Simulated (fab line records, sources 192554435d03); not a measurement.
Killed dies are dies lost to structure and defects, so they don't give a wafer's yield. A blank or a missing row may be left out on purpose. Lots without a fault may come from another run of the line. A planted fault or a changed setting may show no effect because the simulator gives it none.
fab line records | flow n5_finfet
record lots=11 wafers=33 last_day=18
route steps=1938 shown BEOL_M15@1811 PASSIVATION@1936
lots that met no fault: from a run of the same line without faults
start_h: hours from the record's first day to the start of the lot's first wafer shown | wait_h: hours since the lot's step before | " the same as in the row above | L1.1+2: a row that stands for several wafers | - no value, or no start given | * or withheld: withheld | < > ~ a bound
route shown NAME@n: a module of which the file shows steps, and the number in the route of the first | usual: mean/standard deviation of fault-free wafers | same: alike in all rows | chamber/n: place in a boat | sites: the reading at each site | _std_site: their standard deviation | _edge_site: outer sites' mean less inner sites' | radius_mm: how far each site lies from the wafer's centre | mask NAME#n: copy n | behind: the tool/chamber that last shaped the wafer | hold: why the lot was held/for how many hours/how that ended | device: the transistor (n, p or np) that didn't switch | end of line: the same wafers' tests at the end of the route | a step without rows: its recipe alone | killed: dies lost to structure and defects at the first sort, not the wafer's yield | map: a wafer's dies, x killed, . not, _ none there
set.NAME: the setting as run; set.NAME@STEP: as run at that earlier step | model.NAME: the simulator's own value behind a step, which no gauge read
steps of the route over a sample of lots; a table a step, a row a wafer
services: from which hour (start_h, from the record's first day; less than 0 if before it) a tool's chamber was out of use, for how many hours, and why
## steps
# step N5_BEOL_M15_STRIP_36
# recipe chemistry=O2 power_w=600 temp_c=60 pressure_mtorr=30 rf_frequency_hz=6e+07 bias_power_w=0 overash_fraction=0.3 o2_flow_sccm=225
# usual drypump_motor_current_A=5.5/0.39 oes_product_au=0.81/0.09 rf_vpp_V=3.7/0.98 showerhead_plenum_p_Torr=2.09/0.07 throttle_valve_pct=16.73/0.2
# same bias_power_w=0
# columns lot.wafer tool chamber start_h wait_h drypump_motor_current_A oes_product_au rf_hours_counter_h rf_vpp_V showerhead_plenum_p_Torr throttle_valve_pct
L608.3 rie_diel-04 3 257.46 1.1 5.4 0.72 222 5.9 2.18 16.95
L608.4 " 0 " " 5.6 0.81 - 3.3 2.07 16.71
L608.6 " 2 " " 5.7 0.70 - 5.8 2.01 16.75
L611.1 rie_diel-02 3 284.55 0.0 5.7 0.84 72 2.1 2.23 17.01
L611.3 " 1 " " 5.9 0.69 234 3.9 2.10 17.06
L611.5 " 2 " " 5.8 0.90 - 5.1 2.06 16.33
L612.2 rie_diel-06 1 288.74 0.1 5.4 0.82 94 6.1 2.03 16.87
L612.3 " 3 " " 5.2 0.84 66 2.7 2.20 16.39
L612.6 " 2 " " 6.1 0.76 - 2.6 2.10 16.80
L613.3 rie_diel-02 1 300.58 0.0 6.0 0.69 239 4.4 2.10 17.06
L613.5 " 0 " " 4.7 0.95 - 3.0 2.07 16.61
L613.6 " 3 " " 5.7 0.83 - 2.9 2.23 17.02
L614.1 rie_diel-02 2 303.60 0.0 5.8 0.87 51 3.9 2.05 16.40
L614.3 " 0 " " 4.8 0.95 16 3.9 2.07 16.61
L614.6 " 1 " " 6.0 0.70 - 3.5 2.10 17.07
L616.1 rie_diel-04 2 306.36 0.0 5.7 0.70 202 2.3 2.00 16.78
L616.2 " 1 " " 5.0 0.91 12 3.4 2.05 16.49
L616.3 " 3 " " 5.4 0.70 234 5.7 2.18 16.98
L625.1 rie_diel-02 3 379.12 1.9 5.7 0.79 102 4.5 2.22 17.08
L625.2 " 0 " " 4.8 0.88 39 4.9 2.06 16.70
L625.5 " 1 " " 5.9 0.96 - 3.1 2.09 16.63
L627.3 rie_diel-04 0 397.67 1.6 5.6 0.76 118 3.6 2.05 16.79
L627.4 " 0 " " 5.6 0.76 - 2.2 2.05 16.78
L627.5 " 3 " " 5.4 0.95 - 2.5 2.17 16.65
L628.1 rie_diel-04 0 400.38 2.4 5.6 0.78 119 3.4 2.05 16.79
L628.4 " 2 " " 5.7 0.68 228 4.9 2.00 16.84
L628.6 " 0 " " 5.7 0.78 - 3.6 2.05 16.76
L630.1 rie_diel-02 0 405.15 0.0 4.8 0.88 47 2.5 2.06 16.70
L630.3 " 3 " " 5.7 0.78 110 4.4 2.22 17.04
L630.6 " 0 " " 4.8 0.86 - 4.8 2.06 16.68
L629.2 rie_diel-06 1 408.80 0.8 5.4 0.78 129 3.3 2.02 16.96
L629.3 " 2 " " 6.1 0.73 193 4.9 2.09 16.80
L629.4 " 3 " " 5.2 0.80 103 4.5 2.19 16.46
# step N5_BEOL_M15_SPUTTER_43
# recipe material=TaN target_thk_a=150 temp_c=50 bias_v=168.6 power_w=15000 chamber_pressure_pa=0.12 time_s=24.19
# usual cathode_dc_power_W=15000/2.8 throttle_valve_pct=29.9/1.1
# columns lot.wafer tool chamber start_h wait_h cathode_dc_power_W throttle_valve_pct
L608.3 pvd_sputter-01 - 258.15 0.0 15002 29.9
L608.4 " - " " 15006 30.0
L608.6 " - " " 15002 31.1
L611.1 pvd_sputter-03 - 286.77 0.0 15000 30.0
L611.3 " - " " 15003 28.5
L611.5 " - " " 15001 31.7
L612.2 pvd_sputter-03 - 289.20 0.0 14998 31.8
L612.3 " - " " 14999 29.6
L612.6 " - " " 14997 28.7
L613.3 pvd_sputter-03 - 301.09 0.0 14996 31.8
L613.5 " - " " 15002 28.1
L613.6 " - " " 15001 29.3
L614.1 pvd_sputter-03 - 304.03 0.0 14998 28.5
L614.3 " - " " 15008 32.0
L614.6 " - " " 15000 30.0
L616.1 pvd_sputter-03 - 306.93 0.0 15001 28.7
L616.2 " - " " 15003 28.6
L616.3 " - " " 14994 31.9
L625.1 pvd_sputter-01 - 379.66 0.0 15000 31.1
L625.2 " - " " 14998 29.7
L625.5 " - " " 15001 29.7
L627.3 pvd_sputter-02 - 398.19 0.0 15001 28.5
L627.4 " - " " 14999 31.6
L627.5 " - " " 15006 29.0
L628.1 pvd_sputter-01 - 401.24 0.0 15002 30.8
L628.4 " - " " 15001 29.7
L628.6 " - " " 15000 30.1
L630.1 pvd_sputter-01 - 405.71 0.0 15004 30.0
L630.3 " - " " 15004 31.2
L630.6 " - " " 14998 29.8
L629.2 pvd_sputter-02 - 409.61 0.0 14999 29.5
L629.3 " - " " 15002 31.6
L629.4 " - " " 14999 29.3
# step N5_BEOL_M15_SPUTTER_44
# recipe material=Ta target_thk_a=150 temp_c=50 bias_v=80 power_w=15000 chamber_pressure_pa=0.07 time_s=24.19
# usual cathode_dc_power_W=15000/3 throttle_valve_pct=29.9/1.1
# columns lot.wafer tool chamber start_h wait_h cathode_dc_power_W throttle_valve_pct
L608.3 pvd_sputter-01 - 258.23 0.0 15004 29.8
L608.4 " - " " 15001 29.9
L608.6 " - " " 14994 31.0
L611.1 pvd_sputter-03 - 286.85 0.0 14997 29.8
L611.3 " - " " 15004 28.6
L611.5 " - " " 14994 32.0
L612.2 pvd_sputter-03 - 289.28 0.0 14999 31.6
L612.3 " - " " 14998 29.9
L612.6 " - " " 14999 28.4
L613.3 pvd_sputter-03 - 301.17 0.0 14996 31.8
L613.5 " - " " 15000 28.6
L613.6 " - " " 15000 29.5
L614.1 pvd_sputter-03 - 304.11 0.0 14107 28.3
L614.3 " - " " 15001 31.7
L614.6 " - " " 14999 29.6
L616.1 pvd_sputter-03 - 307.01 0.0 14103 28.2
L616.2 " - " " 15004 28.2
L616.3 " - " " 14995 31.9
L625.1 pvd_sputter-01 - 379.74 0.0 14996 30.9
L625.2 " - " " 14999 29.7
L625.5 " - " " 15001 29.6
L627.3 pvd_sputter-02 - 398.27 0.0 15001 28.8
L627.4 " - " " 15000 31.6
L627.5 " - " " 14994 28.5
L628.1 pvd_sputter-01 - 401.32 0.0 15000 30.8
L628.4 " - " " 14999 29.6
L628.6 " - " " 15006 29.9
L630.1 pvd_sputter-01 - 405.79 0.0 14999 29.7
L630.3 " - " " 15004 31.3
L630.6 " - " " 15001 29.8
L629.2 pvd_sputter-02 - 409.69 0.0 14998 29.6
L629.3 " - " " 14995 31.1
L629.4 " - " " 15004 29.6
# step N5_BEOL_M15_CMP_49
# recipe stop_on=SiO2 t_overpolish_s=4.9 down_force_psi=2 platen_rpm=80 clearing_platen_down_force_psi=2 clearing_platen_rpm=80 post_cmp_clean=cu_alkaline target_thk_nm=850 clearing_platen_pad_velocity_m_s=1.5917 pad_velocity_m_s=1.5917
# usual motor_current_A=7.9/1
# columns lot.wafer tool chamber start_h wait_h motor_current_A
L608.4 cmp-02 0 258.97 0.1 7.1
L608.3 " 1 " " 8.4
L608.6 " 1 " " 8.3
L611.1 cmp-03 0 287.58 0.3 7.8
L611.3 " 2 " " 10.8
L611.5 " 0 " " 8.0
L612.3 cmp-01 0 290.02 0.2 8.0
L612.2 " 2 " " 7.4
L612.6 " 0 " " 8.1
L613.3 cmp-03 2 301.98 0.2 10.0
L613.6 " 0 " " 7.9
L613.5 " 1 " " 7.6
L614.3 cmp-01 1 304.84 0.2 6.9
L614.1 " 0 " " 7.9
L614.6 " 2 " " 7.2
L616.3 cmp-03 2 307.76 0.2 10.8
L616.1 " 0 " " 7.2
L616.2 " 1 " " 7.5
L625.2 cmp-01 2 380.62 0.2 6.7
L625.1 " 0 " " 8.6
L625.5 " 3 " " 8.4
L627.3 cmp-01 0 399.02 0.2 8.4
L627.4 " 1 " " 7.0
L627.5 " 1 " " 6.9
L628.4 cmp-01 1 402.17 0.1 7.1
L628.1 " 0 " " 8.2
L628.6 " 1 " " 6.7
L630.1 cmp-03 0 406.53 0.3 7.6
L630.3 " 3 " " 7.0
L630.6 " 0 " " 7.5
L629.2 cmp-01 1 410.43 0.2 7.3
L629.4 " 3 " " 8.0
L629.3 " 0 " " 8.0
# step N5_PASSIVATION_PROBE_49
# usual defect_limited_yield=91.0/1.4 killed_at_M0_to_M3=35/10 killed_at_M4_up=14/5.5 killed_at_contacts=13/5.6 killed_at_front_end=41/11 killed_at_other=4/3.4 killed_dies=106/16 killed_open=68/12 killed_short=35/7.3 sort_bin_4_leakage=0.3/2.1 sort_bin_5_function=5.3/0.89 sort_bin_6_memory=3.4/0.67 sort_n_pass=1070/28 sort_yield_pct=90.7/2.4
# same gross_dies=1180 killed_at_back_side=0 sort_bin_8_speed[%]=0
# columns lot.wafer tool chamber start_h wait_h defect_limited_yield[%] killed_at_M0_to_M3 killed_at_M4_up killed_at_contacts killed_at_front_end killed_at_other killed_dies killed_open killed_short sort_bin_4_leakage[%] sort_bin_5_function[%] sort_bin_6_memory[%] sort_n_pass sort_yield_pct[%]
L630.1 prober-02 - 419.53 0.0 92.7 28 13 13 31 1 86 54 30 0 4.1 3.1 1094 92.7
L630.3 prober-02 - 419.63 0.1 90.0 32 16 28 37 5 118 73 42 0 5.8 3.7 1062 90.0
L630.6 prober-02 - 419.78 0.3 91.9 28 21 8 34 4 95 67 27 0 4.7 2.9 1085 91.9
L629.2 prober-01 - 424.46 0.1 92.7 26 7 12 40 1 86 54 30 0 4.4 2.6 1094 92.7
L629.3 prober-01 - 424.51 0.1 92.9 32 15 7 30 0 84 49 29 0 4.3 2.2 1096 92.9
L629.4 prober-01 - 424.56 0.2 92.5 30 14 7 33 4 88 57 31 0 3.7 3.5 1092 92.5
# killed by level:class
L630.1 BEOL_M1:geometric_particle:open=11 DUMMY_GATE:geometric_particle:open=8 FIN_SAQP:geometric_particle:short=7 MOL_CONTACT_COAG:geometric_particle:open=7 STI_FIN_REVEAL:geometric_particle:open=5 MOL_CONTACT_COAG:geometric_particle:short=5 BEOL_M0_SAQP:geometric_particle:open=5 BEOL_M1:geometric_particle:short=4
L630.3 MOL_CONTACT_COAG:geometric_particle:open=22 BEOL_M0_SAQP:geometric_particle:short=11 FIN_SAQP:geometric_particle:short=9 BEOL_M4:geometric_particle:open=8 DUMMY_GATE:geometric_particle:open=7 BEOL_M0_SAQP:geometric_particle:open=7 FIN_SAQP:geometric_particle:open=6 MOL_CONTACT_COAG:geometric_particle:short=5
L630.6 BEOL_M4:geometric_particle:open=9 DUMMY_GATE:geometric_particle:open=8 STI_FIN_REVEAL:geometric_particle:open=7 MOL_CONTACT_COAG:geometric_particle:open=6 BEOL_M0_SAQP:geometric_particle:short=5 BEOL_M1:geometric_particle:open=5 BEOL_M2:geometric_particle:open=5 BEOL_M3:geometric_particle:open=5
L629.2 MOL_CONTACT_COAG:geometric_particle:open=8 BEOL_M3:geometric_particle:open=8 FIN_SAQP:geometric_particle:open=6 FIN_SAQP:geometric_particle:short=6 STI_FIN_REVEAL:geometric_particle:open=6 BEOL_M0_SAQP:geometric_particle:open=6 BEOL_M0_SAQP:geometric_particle:short=6 GATE_CUT:geometric_particle:open=5
L629.3 BEOL_M0_SAQP:geometric_particle:short=10 ILD0:geometric_particle:open=6 MOL_CONTACT_COAG:geometric_particle:open=6 BEOL_M0_SAQP:geometric_particle:open=5 FIN_SAQP:geometric_particle:short=4 BEOL_M1:geometric_particle:open=4 BEOL_M3:geometric_particle:open=4 STI_FIN_REVEAL:geometric_particle:open=3
L629.4 BEOL_M3:geometric_particle:open=7 STI_FIN_REVEAL:geometric_particle:open=6 BEOL_M4:geometric_particle:open=6 BEOL_M0_SAQP:geometric_particle:short=5 BEOL_M5:geometric_particle:open=5 FIN_SAQP:geometric_particle:open=4 GATE_CUT:geometric_particle:short=4 MOL_CONTACT_COAG:geometric_particle:open=4
## services
# columns tool chamber start_h hours kind
rie_diel-02 0 234.65 - clean
rie_diel-02 0 234.65 - consumable_replace:focus_ring
rie_diel-02 0 234.65 19.3 scheduled_down
cmp-02 - 275.01 1.8 repair
cmp-03 - 289.89 0.8 repair
cmp-01 - 291.28 3.5 repair
cmp-02 - 294.31 4.3 repair
rie_diel-06 2 299.45 8.1 repair
cmp-03 - 312.48 0.7 repair
cmp-03 - 315.57 5.6 repair
pvd_sputter-03 - 316.53 4.6 repair
rie_diel-06 0 337.05 4.8 repair
cmp-03 - 339.87 4.0 pm
cmp-03 - 344.62 10.7 pm
cmp-01 - 346.94 1.4 repair
pvd_sputter-02 - 361.06 3.8 repair
cmp-01 - 362.80 4.0 pm
cmp-01 - 366.80 - consumable_replace:conditioner
cmp-01 - 366.80 - consumable_replace:pad
rie_diel-04 2 388.56 11.7 repair
cmp-03 - 388.86 5.2 repair
cmp-02 - 401.35 3.3 pm
pvd_sputter-01 - 402.82 1.1 repair
cmp-03 - 407.31 7.6 repair
## key
first_sign step=N5_BEOL_M15_SPUTTER_44 reading=cathode_dc_power_W direction=down sigmas=99+ usual=* struck=*
effect none on later readings
met_at N5_BEOL_M15_SPUTTER_44
struck_lots L614,L616
struck_wafers L614.1,L616.1
not_acting_at N5_BEOL_M15_STRIP_36,N5_BEOL_M15_SPUTTER_43,N5_BEOL_M15_CMP_49
onset_between 301.17 304.11
fault kind=process_parameter_drift tool=pvd_sputter-03 chamber=- onset_h=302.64 steps=N5_BEOL_M15_SPUTTER_44 channel=power_w offset=* shape=step end_h=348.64 acts_in=* stated=* scope=struck_wafers_only
